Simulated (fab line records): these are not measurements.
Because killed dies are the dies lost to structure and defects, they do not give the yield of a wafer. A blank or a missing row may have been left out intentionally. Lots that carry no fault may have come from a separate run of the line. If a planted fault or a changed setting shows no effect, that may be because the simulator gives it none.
A struck lot beside a sound one -- flow n5_finfet -- 41 steps out of a route of 1938
Sound: these wafers, L752.1, L752.3, L752.5. Wafers L763.2, L763.4, L763.6 were the ones struck. The cause is named last.
At each step with rows: each side's tool, then ch and its chambers, then its first start. Under that, the readings that differ: sound wafers -- struck wafers -- difference of the means -- sigmas: that difference in standard deviations of wafers without a fault.
alike: readings whose means differ by less than 2 such deviations, and words and numbers that are the same on both sides. not compared: withheld readings, readings that some wafer has no value for, bounds like >300 that may hide the same value, and numbers for which the record gives no deviation and whose values overlap.
Wherever a step has rows on one side only, a row that says differs or no value, or a row with sigmas, the two part there. Numbers that have no deviation but don't overlap get no sigmas and don't part them. A reading missing from all wafers of one side parts the sides only when that side holds two or more wafers.

first, 3 steps without rows for these wafers: N5_SD_EPI_P_ETCH_36 (etches SiARC in CF4, target depth 45.5 nm, time 75.8 s); N5_SD_EPI_P_ETCH_37 (etches SOC in N2/H2, overetch 108 nm, time 486 s); N5_SD_EPI_P_STRIP_38 (strips in N2/H2).
N5_SD_EPI_P_ETCHBACK_46: etches SiNx in CH3F/O2, stops on SiO2, target depth 17.5 nm.
  sound on rie_diel-01 ch 0,1,2, day 4 18:41; struck on rie_diel-01 ch 0,2, day 7 12:58
  alike: bias_w, drypump_motor_current_A, oes_ar_750_au, oes_o_777_au, oes_product_au, rf_vpp_V, showerhead_plenum_p_Torr, throttle_valve_pct
  not compared: rf_hours_counter_h
then, 5 steps without rows for these wafers: N5_SD_EPI_P_ETCH_47 (etches SiOCN in CH3F/O2, target depth 25 nm); N5_SD_EPI_P_ETCH_16 (etches SiO2 in CHF3/O2, target depth 5 nm); N5_SD_EPI_P_STRIP_50 (strips in CHF3/O2); N5_SD_EPI_P_SD_RECESS_17 (chemistry HBr/Cl2/O2, target depth 39.1 nm, bt time 3 s); N5_SD_EPI_P_WET_ETCH_45 (etches SiO2 in dHF, time 10.7 s, target depth 2 nm, rinse time 30 s).
N5_SD_EPI_P_STRIP_40: strips in N2/H2.
  sound on plasma_asher-02 ch 0,1, day 4 19:06; struck on plasma_asher-01 ch 0,1, day 7 13:23
  alike: drypump_motor_current_A, heater_power_w, oes_product_au
  not compared: rf_hours_counter_h
then, 2 steps without rows for these wafers: N5_SD_EPI_P_PRECLEAN_52 (cleans in O3/DIW, time 60 s); N5_SD_EPI_P_SRD_20 (time 30 s).
N5_SD_EPI_P_PRECLEAN_51: cleans in NF3:NH3, afs cycles 1, time 20 s, sublimation time 60 s.
  sound on epi_rpcvd-02 ch 0, day 4 19:16; struck on epi_rpcvd-04 ch 0, day 7 13:35
reading,sound,struck,difference,sigmas
susceptor_temp_C (C),30.14 30.07 29.81,- - -,no value on the struck wafers,
model.SiNx_of_SD_EPI_N_LINER_46.thk_nm (nm),2.6 2.6 2.6,3 3 3,+0,
then, 1 step without rows for these wafers: N5_SD_EPI_P_VAPOR_ETCH_44 (etches SiGe30 in NF3/Ar, time 3.3 s).
N5_SD_EPI_P_EPI_21: deposits SiGe:B, time 355 s.
  sound on epi_rpcvd-02 ch 0, day 4 19:37; struck on epi_rpcvd-04 ch 0, day 7 14:16
reading,sound,struck,difference,sigmas
model.SiGe-B_of_SD_EPI_P_EPI_21.thk_nm (nm),60.8 61.6 62.2,15.6 15 15.8,-46.1,
  alike: susceptor_temp_C
N5_SD_EPI_P_EPI_MEAS_23:
  sound: film_metro-02 at day 4 21:49; struck: film_metro-02 at day 7 16:07
reading,sound,struck,difference,sigmas
thk_nm (nm),60.0 61.1 61.8,14.5 14.9 16.2,-45.8,-35
then, 6 steps without rows for these wafers: N5_SD_EPI_P_HM_STRIP_48 (strips SiNx in H3PO4, material SiNx, target depth 3 nm); N5_SD_EPI_P_SRD_49 (time 30 s); N5_SD_EPI_P_PRECLEAN_24 (cleans in O3/DIW, time 45 s); N5_SD_EPI_P_PRECLEAN_32 (cleans in dHF, time 10 s); N5_SD_EPI_P_PRECLEAN_33 (cleans in SC2, time 45 s); N5_SD_EPI_P_SRD_25 (time 30 s).
N5_SD_EPI_P_INSPECT_26: inspects for defects (darkfield).
  sound: defect_inspect-02 at day 4 22:01; struck: defect_inspect-01 at day 7 16:17
  alike: raw_defect_count
then, 1 step without rows for these wafers: N5_SD_ACTIVATION_RTA_00 (time 0 s).
N5_SD_ACTIVATION_LSA_01: time 0.0008 s.
  sound on laser_anneal-01 ch 0, day 4 22:14; struck on laser_anneal-02 ch 0, day 7 16:32
reading,sound,struck,difference,sigmas
wafer_temp_C_max,1087.5 1088.1 1092.3,1086.8 1084.1 1085.6,-3.8,-2
N5_SD_ACTIVATION_INSPECT_02: inspects for defects (darkfield).
  sound: defect_inspect-01 at day 4 22:46; struck: defect_inspect-02 at day 7 17:02
  alike: raw_defect_count
N5_ILD0_LINER_00: material SiNx, target thk 4 nm, pulse time 1 s, purge time 2 s.
  sound on ald_sin-04 ch 1,2,3, day 4 23:01; struck on ald_sin-02 ch 1,2, day 7 17:05
  alike: heater_power_w, precursor_pulse_height_rel, susceptor_temp_C
then, 3 steps without rows for these wafers: N5_ILD0_FCVD_FILL_01 (material SiO2 flowable, target thk 200 nm, time 328.3 s); N5_ILD0_CURE_02 (time 1800 s); N5_ILD0_CMP_03 (polishes, stops on SiNx, t overpolish 1.9 s, target thk 197.38 nm).
N5_ILD0_THK_MEAS_04:
  sound: film_metro-02 at day 5 01:42; struck: film_metro-02 at day 7 19:44
  alike: thk_nm
then, 1 step without rows for these wafers: N5_ILD0_CMP_07 (polishes SiO2 flowable, stops on poly-Si, t overpolish 1.18 s, target thk 138.88 nm).
N5_ILD0_THK_MEAS_08:
  sound: film_metro-01 at day 5 02:01; struck: film_metro-01 at day 7 20:04
  alike: thk_nm
then, 2 steps without rows for these wafers: N5_ILD0_PRECLEAN_10 (cleans in NF3:NH3, afs cycles 5, time 20 s, sublimation time 60 s); N5_ILD0_ALD_15 (deposits SiNx, target thk 24 nm, pulse time 1 s, ald cycles 480).
N5_ILD0_CMP_12: polishes SiNx, stops on poly-Si, t overpolish 6 s, target thk 17.67 nm.
  sound on cmp-02 ch 0,1, day 5 04:59; struck on cmp-03 ch 0,1,3, day 7 23:01
  alike: motor_current_A, overpolish_run_s, time_to_endpoint_s
N5_ILD0_THK_MEAS_13:
  sound: film_metro-01 at day 5 05:14; struck: film_metro-02 at day 7 23:16
  alike: thk_nm
N5_ILD0_INSPECT_06: inspects for defects (darkfield).
  sound: defect_inspect-01 at day 5 05:16; struck: defect_inspect-01 at day 7 23:18
  alike: raw_defect_count
then, 2 steps without rows for these wafers: N5_SDB_HM_DEP_00 (deposits SiNx from SiH4/NH3/N2, target thk 40 nm, time 35.3 s); N5_SDB_COAT_03 (time 60 s, resist thk 100 nm).
N5_MOL_CONTACT_COAG_ETCH_110: etches Si in CF4/O2, target depth 2.5 nm, time 8 s.
  sound on rie_diel-02 ch 0,1,2, day 6 03:06; struck on rie_diel-02 ch 0,1,3, day 8 22:44
reading,sound,struck,difference,sigmas
model.SiGe-B_of_SD_EPI_P_EPI_21.thk_nm (nm),58 58.8 59.2,14.8 14.4 15.2,-43.9,
  alike: bias_w, drypump_motor_current_A, oes_ar_750_au, oes_o_777_au, oes_product_au, rf_vpp_V, showerhead_plenum_p_Torr, throttle_valve_pct
  not compared: rf_hours_counter_h

WHERE THEY PART
First at N5_SD_EPI_P_PRECLEAN_51; last, within this record, at N5_SD_ACTIVATION_LSA_01. Later steps at which nothing parts them and some readings are alike: N5_SD_ACTIVATION_INSPECT_02, N5_ILD0_LINER_00, N5_ILD0_THK_MEAS_04, N5_ILD0_THK_MEAS_08, N5_ILD0_CMP_12, N5_ILD0_THK_MEAS_13, N5_ILD0_INSPECT_06, N5_MOL_CONTACT_COAG_ETCH_110.

WHY: the cause the simulator had injected
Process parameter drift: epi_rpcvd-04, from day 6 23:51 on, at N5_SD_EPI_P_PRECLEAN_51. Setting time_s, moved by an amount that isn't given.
